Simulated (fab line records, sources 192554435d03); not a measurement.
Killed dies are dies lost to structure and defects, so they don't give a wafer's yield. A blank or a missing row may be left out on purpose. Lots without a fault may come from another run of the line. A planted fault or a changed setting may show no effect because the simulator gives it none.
Chamber matching | flow n5_finfet | N5_BEOL_M2_ETCH_77 on rie_diel-02: 4 sister chambers
The step etches underlayer in N2/H2, target depth 6.5 nm, time 5.2 s. 4 wafers are shown with their chamber, then 12 later ones without.

WAFERS WITH THEIR CHAMBER
wafer  | chamber | showerhead_plenum_p_Torr (Torr)
L085.2 | 2       | 2.41
L086.4 | 3       | 2.62
L089.1 | 1       | 2.44
L089.4 | 0       | 2.51

WAFERS WITHOUT THEIR CHAMBER
wafer  | showerhead_plenum_p_Torr (Torr)
L090.2 | 2.51
L090.3 | 2.40
L090.4 | 2.51
L088.1 | 2.44
L088.2 | 2.51
L088.5 | 2.40
L097.1 | 2.62
L097.2 | 2.43
L097.3 | 2.50
L096.1 | 2.62
L096.3 | 2.43
L096.5 | 2.50

WHICH CHAMBER EACH WENT THROUGH
wafer  | from the rows above     | in truth
L090.2 | 0                       | 0
L090.3 | 2                       | 2
L090.4 | 0                       | 0
L088.1 | 1                       | 1
L088.2 | 0                       | 0
L088.5 | 2                       | 2
L097.1 | 3                       | 3
L097.2 | can't be placed: 1 or 2 | 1
L097.3 | 0                       | 0
L096.1 | 3                       | 3
L096.3 | can't be placed: 1 or 2 | 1
L096.5 | 0                       | 0
Placed correctly: 10 of 12. Can't be placed from these rows: 2 (the true chamber is among the candidates in 2). Placed wrongly: 0.
How it was worked out, from the rows above alone: a wafer's distance from a chamber is the root of the sum, over the readings, of the square of ((its reading less the chamber's mean) divided by the reading's scatter). The wafer belongs to the nearest chamber; if the next one is less than 2 further off, it can't be placed. A chamber's mean is the mean of its shown wafers. The scatter: with one shown wafer a chamber, the root of the mean of the squares of how far each hidden wafer lies from its nearest shown one.
